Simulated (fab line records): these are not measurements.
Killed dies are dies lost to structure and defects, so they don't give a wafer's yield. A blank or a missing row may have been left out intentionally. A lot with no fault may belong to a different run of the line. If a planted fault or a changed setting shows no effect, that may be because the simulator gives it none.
Split-lot trial + flow n5 finfet + 21 wafers read across 7 lots, on a route 1938 steps long

## SPLIT DETAILS
At N5_MOL_CONTACT_COAG_ALD_27 (deposits SiOC, target thk 17 nm, pulse time 1.5 s, time 2720 s), the setting ald cycles was moved away from the recipe's 340 on 6 of the 21 wafers read, by -13.8% to -7.6%. All remaining wafers had this setting at the recipe value.

Reading taken at the split's own step.

## THE READING
SiOC_of_MOL_CONTACT_COAG_ALD_27.thk nm (the simulator's own value, which no gauge read), in nm, at N5_MOL_CONTACT_COAG_ALD_27 (deposits SiOC, target thk 17 nm, pulse time 1.5 s, time 2720 s). The file does not state a usual value for it. The 15 wafers here that ran the recipe average 17.0 nm, standard deviation 0.073 nm.

| wafer  | tool, chamber at the split | ald cycles as run | against the recipe | SiOC_of_MOL_CONTACT_COAG_ALD_27.thk nm, nm | against lot-mates on the recipe |
|--------|----------------------------|-------------------|--------------------|--------------------------------------------|---------------------------------|
| L079.2 | ald sin-02, 2              | 299               | -12.1%             | 15                                         | -2.0                            |
| L079.4 | ald sin-02, 0              | 340               | recipe             | 17                                         | -                               |
| L079.5 | ald sin-02, 1              | 299               | -12.1%             | 14.8                                       | -2.2                            |
| L082.1 | ald sin-01, 2,3,0          | 340               | recipe             | 17                                         | -                               |
| L082.2 | ald sin-01, 2,3,0          | 340               | recipe             | 17                                         | -                               |
| L082.6 | ald sin-01, 2,3,0          | 340               | recipe             | 17                                         | -                               |
| L084.2 | ald sin-04, 1              | 340               | recipe             | 17.2                                       | -                               |
| L084.4 | ald sin-04, 2,1            | 340               | recipe             | 17                                         | -                               |
| L084.6 | ald sin-04, 2,1            | 340               | recipe             | 17                                         | -                               |
| L086.3 | ald sin-02, 0,2            | 340               | recipe             | 17                                         | -                               |
| L086.6 | ald sin-02, 0,2            | 340               | recipe             | 17                                         | -                               |
| L086.5 | ald sin-02, 3              | 295               | -13.2%             | 14.8                                       | -2.2                            |
| L087.1 | ald sin-02, 0              | 340               | recipe             | 17                                         | -                               |
| L087.2 | ald sin-02, 3,2            | 314               | -7.6%              | 15.8                                       | -1.2                            |
| L087.5 | ald sin-02, 3,2            | 314               | -7.6%              | 15.8                                       | -1.2                            |
| L088.1 | ald sin-02, 1              | 340               | recipe             | 16.8                                       | -                               |
| L088.3 | ald sin-02, 2              | 340               | recipe             | 17                                         | -                               |
| L088.5 | ald sin-02, 2              | 340               | recipe             | 17                                         | -                               |
| L091.2 | ald sin-04, 2              | 340               | recipe             | 17                                         | -                               |
| L091.5 | ald sin-04, 2              | 340               | recipe             | 17                                         | -                               |
| L091.6 | ald sin-04, 3              | 293               | -13.8%             | 14.6                                       | -2.4                            |
When a row names more than one chamber, that row covers several wafers, and the file does not tell which wafer ran in which chamber.

THE FIT
A straight line over all 21 wafers: SiOC_of_MOL_CONTACT_COAG_ALD_27.thk nm changes by +0.17 nm for each +1% of ald cycles; r = +1.00; the points scatter about the line by 0.083 nm.
The same after taking each lot's own level away (the mean of its wafers on the recipe; 21 wafers): +0.17 nm for each +1%; r = +1.00; scatter 0.074 nm.
That fit puts the effect of the largest move of ald cycles on the reading at 2.4 nm.
The span of the lots' own levels, 16.93 to 17.07 nm, comes to 1.8 times the standard deviation stated above.
Hence the lot-to-lot level has little effect on the slope; both slopes agree.
Check: -2.33 nm against its lot-mates is what the line predicts for one of the wafers moved furthest among these (-13.8%) when that wafer is left out of the fit. Against them it came out at -2.4 nm.

## THESE WAFERS: OTHER SPLITS
Other splits were also applied to these wafers ahead of the reading. Each is held against what the fit with the lots' levels taken away leaves over:
| other split on the same wafers        | wafers away from the commonest value | r with SiOC_of_MOL_CONTACT_COAG_ALD_27.thk nm (lot level and that fit taken away) |
|---------------------------------------|--------------------------------------|-----------------------------------------------------------------------------------|
| N5_SD_EPI_P_DEVELOP_08 develop time s | 6                                    | +0.02                                                                             |
| N5_HKMG_FIN_COAT_43 spin rpm          | 6                                    | +0.17                                                                             |

## FILE'S OWN FIT
SiOC_of_MOL_CONTACT_COAG_ALD_27.thk nm changes by +0.17 nm for each +1% of ald cycles, r = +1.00.
